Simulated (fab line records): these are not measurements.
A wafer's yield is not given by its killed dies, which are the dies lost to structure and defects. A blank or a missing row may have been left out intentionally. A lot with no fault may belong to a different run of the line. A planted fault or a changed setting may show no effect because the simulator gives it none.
fab line records    flow n5_finfet
[record] lots = 5  wafers = 15  last_day = 15
route steps=1938 shown BEOL_M6@1224
lots that met no fault: taken from a fault-free run of the same line
start_h: hours from the record's first day to the start of the lot's first wafer shown    wait_h: hours elapsed since this lot's preceding step    " repeats the value in the row above    L1.1+2: one row covering several wafers at once    - value missing, or start not given    * or withheld: withheld    < > ~ a bound
route shown NAME@n: a module of which the file shows steps, and the number in the route of the first    usual: mean/standard deviation taken from wafers without a fault    same: alike in all rows    chamber/n: place in a boat    sites: readings site by site    _std_site: standard deviation of those values    _edge_site: the outer-site mean with the inner-site mean subtracted    radius_mm: for every site, how far away it sits from the centre of the wafer    mask NAME#n: copy n    behind: the tool/chamber that last shaped the wafer    hold: why the lot went on hold/how many hours it stayed there/how the hold came to an end    device: the transistor (n, p or np) that didn't switch    end of line: the route-end tests of the same wafers    a step with no rows: only its recipe    killed: dies lost to structure and defects at the first sort, not the wafer's yield    map: shows each die of a wafer: x if killed, . if not, _ if none is there
set.NAME: the setting as run; set.NAME@STEP: as run at that earlier step    model.NAME: the simulator's own value behind a step, which no gauge read
lots at some steps of the route; a table a step, a row a wafer
services: the hour from which a tool's chamber was out of use, counted from the record's first day as start_h (under 0 if before that day), plus the number of hours and why
[[steps]]
[step N5_BEOL_M6_EXPOSE_25]
[recipe] mask_id = V5  na = 0.33  source_shape = annular  sigma_inner = 0.4  sigma_outer = 0.8  polarization = unpolarized  target_cd_nm = 40  dose_mj = 45
[step N5_BEOL_M6_PEB_26]
[recipe] peb_temp_c = 100  peb_time_s = 60  resist = CAR-EUV
[step N5_BEOL_M6_DEVELOP_27]
[recipe] develop_time_s = 30  developer = TMAH  resist = CAR-EUV  rinse_liquid = surfactant_rinse  dry = air_spin  dev_temp_c = 23
[step N5_BEOL_M6_CD_MEAS_28]
[recipe] target_cd_nm = 40  landing_energy_ev = 500  detector = se_inlens
[usual] cd_nm = 40.09/0.24
lot.wafer  tool       chamber  start_h  wait_h  cd_nm
L449.3     cd_sem-01  0        200.67   -       40.13
L449.5     "          0        "        "       40.22
L449.6     "          0        "        "       40.25
L451.1     cd_sem-02  0        217.39   -       40.03
L451.5     "          0        "        "       39.70
L451.6     "          0        "        "       40.22
L453.2     cd_sem-03  0        225.01   -       39.58
L453.4     "          0        "        "       39.97
L453.5     "          0        "        "       39.65
L459.3     cd_sem-02  0        268.91   -       39.75
L459.5     "          0        "        "       40.08
L459.6     "          0        "        "       40.07
L464.1     cd_sem-01  0        284.95   -       40.08
L464.2     "          0        "        "       40.10
L464.3     "          0        "        "       40.06
[step N5_BEOL_M6_OVL_MEAS_29]
[recipe] points_per_wafer = 522
[usual] V5_OVL = 0.3/0.66
lot.wafer  tool        chamber  start_h  wait_h  V5_OVL[nm]
L449.3     overlay-02  0        200.71   0.0     1.2
L449.5     "           0        "        "       0.3
L449.6     "           0        "        "       1.0
L451.1     overlay-02  0        217.42   0.0     1.3
L451.5     "           0        "        "       0.6
L451.6     "           0        "        "       1.0
L453.2     overlay-02  0        225.04   0.0     0.1
L453.4     "           0        "        "       0.4
L453.5     "           0        "        "       1.2
L459.3     overlay-01  0        268.95   0.0     0.1
L459.5     "           0        "        "       -0.6
L459.6     "           0        "        "       0.5
L464.1     overlay-01  0        284.98   0.0     -0.1
L464.2     "           0        "        "       0.3
L464.3     "           0        "        "       0.4
[step N5_BEOL_M6_INSPECT_30]
[recipe] mode = adi  inspect_instrument = brightfield
[usual] raw_defect_count = 428/110
lot.wafer  tool               chamber  start_h  wait_h  raw_defect_count
L449.3     defect_inspect-02  -        200.76   0.0     566
L449.5     "                  -        "        "       488
L449.6     "                  -        "        "       577
L451.1     defect_inspect-02  -        217.48   0.1     457
L451.5     "                  -        "        "       391
L451.6     "                  -        "        "       365
L453.2     defect_inspect-02  -        225.09   0.0     347
L453.4     "                  -        "        "       335
L453.5     "                  -        "        "       425
L459.3     defect_inspect-02  -        269.00   0.0     537
L459.5     "                  -        "        "       681
L459.6     "                  -        "        "       598
L464.1     defect_inspect-02  -        285.04   0.1     631
L464.2     "                  -        "        "       475
L464.3     "                  -        "        "       756
[step N5_BEOL_M6_DESCUM_33]
[recipe] chemistry = O2  time_s = 7  source_power_w = 50  bias_power_w = 20  pressure_mtorr = 20  rf_frequency_hz = 2.712e+07  temp_c = 40  resist = CAR-EUV  o2_flow_sccm = 225
[usual] drypump_motor_current_A = 5.4/0.46  o2_flow_sccm = 225.0/0.68  oes_product_au = 0.78/0.068  rf_vpp_V = 243.0/1.3  showerhead_plenum_p_Torr = 2.09/0.07  throttle_valve_pct = 20.50/0.21
lot.wafer  tool         chamber  start_h  wait_h  drypump_motor_current_A  o2_flow_sccm  oes_product_au  rf_hours_counter_h  rf_vpp_V  showerhead_plenum_p_Torr  throttle_valve_pct
L449.3     rie_diel-01  0        201.14   0.4     5.6                      226.4         0.71            219                 243.6     2.07                      20.67
L449.5     "            0        "        "       5.6                      226.5         0.72            -                   242.3     2.07                      20.65
L449.6     "            1        "        "       5.8                      224.9         0.92            -                   244.3     2.05                      20.26
L451.1     rie_diel-01  1        217.55   0.1     5.7                      224.9         0.91            20                  243.6     2.05                      20.26
L451.5     "            1        "        "       5.8                      225.2         0.92            -                   242.2     2.05                      20.25
L451.6     "            2        "        "       5.1                      225.5         0.77            -                   243.0     2.19                      20.74
L453.2     rie_diel-06  3        225.45   0.4     4.9                      225.5         0.80            95                  241.2     2.03                      20.20
L453.4     "            2        "        "       5.2                      225.2         0.79            127                 242.1     2.03                      20.64
L453.5     "            0        "        "       5.1                      225.7         0.72            -                   245.2     2.15                      20.64
L459.3     rie_diel-06  0        269.03   0.0     5.1                      225.1         0.71            218                 244.5     2.15                      20.67
L459.5     "            2        "        "       5.2                      224.0         0.77            -                   242.2     2.02                      20.67
L459.6     "            3        "        "       4.9                      224.6         0.80            -                   242.2     2.03                      20.24
L464.1     rie_diel-03  1        285.10   0.1     4.9                      224.8         0.77            134                 241.5     2.02                      20.17
L464.2     "            2        "        "       5.8                      224.7         0.68            251                 240.6     1.97                      20.68
L464.3     "            3        "        "       5.8                      225.4         0.88            52                  243.0     2.14                      20.51
[step N5_BEOL_M6_ETCH_72]
[recipe] chemistry = N2/H2  target = underlayer  target_depth_a = 65  mask_material = CAR-EUV  time_s = 5.2  ion_energy_ev = 200  pressure_mtorr = 30  source_w = 840  bias_w = 150  n2_flow_sccm = 200  h2_flow_sccm = 200  ends = cleared
[usual] drypump_motor_current_A = 5.5/0.47  etch_rf_on_time_s = 5.20/0.11  oes_product_au = 0.66/0.056  rf_vpp_V = 523.5/2.5  showerhead_plenum_p_Torr = 2.53/0.085  throttle_valve_pct = 17.91/0.24
lot.wafer  tool         chamber  start_h  wait_h  drypump_motor_current_A  etch_rf_on_time_s  oes_product_au  rf_hours_counter_h  rf_vpp_V  showerhead_plenum_p_Torr  throttle_valve_pct
L449.3     rie_diel-01  0        201.18   0.0     5.6                      5.30               0.62            219                 523.3     2.50                      18.01
L449.5     "            0        "        "       5.6                      5.24               0.61            -                   522.1     2.50                      18.04
L449.6     "            1        "        "       5.8                      5.19               0.78            -                   521.9     2.49                      17.69
L451.1     rie_diel-01  1        217.58   0.0     5.7                      5.14               0.78            20                  522.4     2.49                      17.71
L451.5     "            1        "        "       5.7                      5.15               0.78            -                   522.3     2.49                      17.74
L451.6     "            2        "        "       5.1                      5.41               0.65            -                   526.7     2.67                      18.21
L453.2     rie_diel-06  3        225.48   0.0     4.9                      5.34               0.67            95                  523.5     2.47                      17.76
L453.4     "            2        "        "       5.2                      5.06               0.67            127                 519.7     2.46                      18.09
L453.5     "            0        "        "       5.0                      5.17               0.61            -                   527.4     2.63                      18.21
L459.3     rie_diel-06  0        269.07   0.0     5.1                      5.27               0.60            218                 526.1     2.62                      18.25
L459.5     "            2        "        "       5.2                      5.15               0.66            -                   522.6     2.45                      18.11
L459.6     "            3        "        "       4.9                      5.30               0.66            -                   522.6     2.47                      17.77
L464.1     rie_diel-03  1        285.14   0.0     4.8                      5.27               0.64            134                 523.8     2.44                      17.50
L464.2     "            2        "        "       5.8                      5.29               0.58            251                 521.1     2.39                      18.06
L464.3     "            3        "        "       5.8                      5.28               0.72            52                  524.7     2.57                      17.76
[step N5_BEOL_M6_ETCH_65]
[recipe] chemistry = CF4  target = SiARC  target_depth_a = 156  mask_material = CAR-EUV  time_s = 26  ion_energy_ev = 80  pressure_mtorr = 40  source_w = 545  bias_w = 36  Ar_flow_sccm = 100  cf4_flow_sccm = 100  ends = cleared
[usual] drypump_motor_current_A = 5.4/0.47  etch_rf_on_time_s = 26.0/0.53  mfc_ar_sccm = 99.97/0.28  oes_product_au = 0.66/0.058  rf_vpp_V = 183.9/1.1  showerhead_plenum_p_Torr = 2.13/0.07  throttle_valve_pct = 15.64/0.25
lot.wafer  tool         chamber  start_h  wait_h  drypump_motor_current_A  etch_rf_on_time_s  mfc_ar_sccm  oes_product_au  rf_hours_counter_h  rf_vpp_V  showerhead_plenum_p_Torr  throttle_valve_pct
L449.3     rie_diel-01  0        201.19   0.0     5.6                      26.2               100.02       0.61            219                 183.7     2.11                      15.88
L449.5     "            0        "        "       5.6                      26.2               100.16       0.61            -                   183.5     2.11                      15.88
L449.6     "            1        "        "       5.8                      25.9               99.76        0.79            -                   183.6     2.10                      15.39
L451.1     rie_diel-01  1        217.60   0.0     5.7                      25.5               100.08       0.78            20                  183.6     2.10                      15.39
L451.5     "            1        "        "       5.7                      25.5               100.19       0.78            -                   184.9     2.10                      15.40
L451.6     "            2        "        "       5.1                      26.5               100.14       0.65            -                   184.9     2.24                      15.90
L453.2     rie_diel-06  3        225.50   0.0     4.9                      26.7               100.09       0.67            95                  183.4     2.07                      15.23
L453.4     "            2        "        "       5.2                      25.4               100.05       0.67            127                 184.3     2.06                      15.69
L453.5     "            0        "        "       5.0                      25.8               99.62        0.61            -                   184.3     2.21                      15.87
L459.3     rie_diel-06  0        269.09   0.0     5.0                      26.0               100.17       0.60            218                 184.8     2.20                      15.90
L459.5     "            2        "        "       5.2                      25.5               99.55        0.66            -                   182.1     2.05                      15.72
L459.6     "            3        "        "       4.9                      26.8               100.42       0.66            -                   183.9     2.06                      15.27
L464.1     rie_diel-03  1        285.16   0.0     4.8                      26.7               99.83        0.65            134                 182.8     2.06                      15.30
L464.2     "            2        "        "       5.8                      26.5               100.09       0.57            251                 182.5     2.04                      15.95
L464.3     "            3        "        "       5.8                      26.4               100.52       0.74            52                  185.4     2.17                      15.57
[step N5_BEOL_M6_ETCH_66]
[recipe] chemistry = N2/H2  target = SOC  target_depth_a = 800  overetch_a = 160  mask_material = SiARC  temp_c = 40  time_s = 120  ion_energy_ev = 200  pressure_mtorr = 30  source_w = 840  bias_w = 150  n2_flow_sccm = 200  h2_flow_sccm = 200
[usual] drypump_motor_current_A = 5.5/0.47  oes_product_au = 0.60/0.05  rf_vpp_V = 523.5/2.4  run_length_s = 143.7/0.35  showerhead_plenum_p_Torr = 2.53/0.085  throttle_valve_pct = 17.87/0.24
lot.wafer  tool         chamber  start_h  wait_h  drypump_motor_current_A  oes_product_au  rf_hours_counter_h  rf_vpp_V  run_length_s  showerhead_plenum_p_Torr  throttle_valve_pct
L449.3     rie_diel-01  0        201.22   0.0     5.7                      0.55            219                 523.4     144.2         2.50                      17.97
L449.5     "            0        "        "       5.6                      0.55            -                   521.8     143.8         2.50                      17.98
L449.6     "            1        "        "       5.7                      0.71            -                   523.4     143.6         2.49                      17.68
L451.1     rie_diel-01  1        217.63   0.0     5.7                      0.69            20                  521.6     143.9         2.49                      17.68
L451.5     "            1        "        "       5.7                      0.70            -                   520.4     144.0         2.49                      17.68
L451.6     "            2        "        "       5.1                      0.59            -                   525.3     143.0         2.67                      18.15
L453.2     rie_diel-06  3        225.53   0.0     4.9                      0.62            95                  521.5     143.5         2.47                      17.72
L453.4     "            2        "        "       5.2                      0.60            127                 521.4     144.3         2.46                      18.03
L453.5     "            0        "        "       5.1                      0.55            -                   525.6     143.5         2.63                      18.20
L459.3     rie_diel-06  0        269.11   0.0     5.0                      0.54            218                 526.9     143.5         2.62                      18.21
L459.5     "            2        "        "       5.2                      0.59            -                   522.0     143.6         2.45                      18.08
L459.6     "            3        "        "       4.9                      0.60            -                   519.3     143.4         2.47                      17.74
L464.1     rie_diel-03  1        285.18   0.0     4.8                      0.59            134                 521.5     143.4         2.44                      17.45
L464.2     "            2        "        "       5.7                      0.52            251                 520.5     144.4         2.39                      18.05
L464.3     "            3        "        "       5.8                      0.67            52                  523.8     143.8         2.57                      17.76
[step N5_BEOL_M6_STRIP_69]
[recipe] chemistry = N2/H2  temp_c = 40  n2_flow_sccm = 200  h2_flow_sccm = 200  rf_frequency_hz = 6e+07
[step N5_BEOL_M6_STRIP_73]
[recipe] chemistry = N2/H2  temp_c = 40  n2_flow_sccm = 200  h2_flow_sccm = 200  rf_frequency_hz = 6e+07
[step N5_BEOL_M6_VIA_ETCH_34]
[recipe] chemistry = C4F6/O2  target = SiCOH_lowk  target_depth_a = 1263  mask_material = SOC  taper_deg = 4  time_s = 50.9  ion_energy_ev = 250  pressure_mtorr = 30  source_w = 345  bias_w = 185  Ar_flow_sccm = 300  C4F6_flow_sccm = 10  O2_flow_sccm = 10
[usual] drypump_motor_current_A = 5.4/0.47  mfc_ar_sccm = 300.0/0.86  oes_product_au = 0.78/0.068  rf_vpp_V = 667/9.2  run_length_s = 74.6/0.35  showerhead_plenum_p_Torr = 2.83/0.093  throttle_valve_pct = 20.90/0.24
lot.wafer  tool         chamber  start_h  wait_h  drypump_motor_current_A  mfc_ar_sccm  oes_product_au  rf_hours_counter_h  rf_vpp_V  run_length_s  showerhead_plenum_p_Torr  throttle_valve_pct  model.etch.depth_nm  model.SOC_of_BEOL_M6_COAT_63.thk_nm
L449.3     rie_diel-01  0        201.32   0.0     5.6                      299.1        0.72            219                 667       74.6          2.80                      21.02               124                  54.2
L449.5     "            0        "        "       5.6                      298.5        0.71            -                   666       74.7          2.80                      21.03               123.7                54.2
L449.6     "            1        "        "       5.7                      301.1        0.92            -                   651       74.7          2.79                      20.70               125.4                54.2
L451.1     rie_diel-01  1        217.73   0.0     5.7                      301.2        0.93            20                  651       74.6          2.79                      20.71               127.9                54
L451.5     "            1        "        "       5.7                      300.8        0.92            -                   650       74.7          2.79                      20.70               128.4                54
L451.6     "            2        "        "       5.1                      301.0        0.78            -                   658       74.1          2.99                      21.28               124.8                54.2
L453.2     rie_diel-06  3        225.63   0.0     4.9                      300.1        0.80            95                  674       74.5          2.74                      20.51               124.3                54
L453.4     "            2        "        "       5.2                      299.2        0.79            127                 673       74.5          2.74                      20.95               128.5                54
L453.5     "            0        "        "       5.0                      298.7        0.72            -                   652       74.1          2.93                      21.10               126.4                54.2
L459.3     rie_diel-06  0        269.21   0.0     5.1                      298.6        0.69            219                 650       81.4          2.92                      21.13               140.3                53.2
L459.5     "            2        "        "       5.2                      300.9        0.78            -                   674       74.6          2.73                      20.97               128.6                53.8
L459.6     "            3        "        "       4.9                      300.8        0.79            -                   673       74.1          2.74                      20.54               124.3                54.2
L464.1     rie_diel-03  1        285.28   0.0     4.8                      299.7        0.76            134                 665       74.5          2.76                      20.67               124                  53.8
L464.2     "            2        "        "       5.8                      298.6        0.67            251                 668       75.1          2.71                      21.18               123.3                53.8
L464.3     "            3        "        "       5.8                      302.5        0.87            52                  671       74.7          2.88                      20.88               128.6                53.6
[step N5_BEOL_M6_STRIP_76]
[recipe] chemistry = C4F6/O2  resist = SiARC  rf_frequency_hz = 6e+07
[[services]]
tool         chamber  start_h  hours  kind
rie_diel-03  0        187.82   10.9   repair
rie_diel-06  0        188.36   17.2   repair
rie_diel-03  1        213.27   14.2   repair
rie_diel-03  0        218.88   6.2    repair
rie_diel-06  1        254.91   6.7    repair
rie_diel-06  3        258.08   2.7    repair
rie_diel-03  0        272.04   -      clean
rie_diel-03  0        272.04   -      consumable_replace:focus_ring
rie_diel-03  0        272.04   22.2   scheduled_down
rie_diel-03  0        272.04   22.2   vent_cycle
[[key]]
[first_sign] step = N5_BEOL_M6_VIA_ETCH_34  reading = run_length_s  direction = up  sigmas = 19  usual = *  struck = *
effect none on later readings
[model_effect] step = N5_BEOL_M6_VIA_ETCH_34  value = etch.depth_nm  without = 123.8  struck = 140.3
met_at N5_BEOL_M6_VIA_ETCH_34
struck_wafers L459.3
onset_between 225.63 269.21
[fault] kind = process_parameter_drift  tool = rie_diel-06  chamber = -  onset_h = 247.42  steps = N5_BEOL_M6_VIA_ETCH_34  channel = time_s  offset = *  shape = step  end_h = 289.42  scope = struck_wafers_only  acts_in = *  stated = *
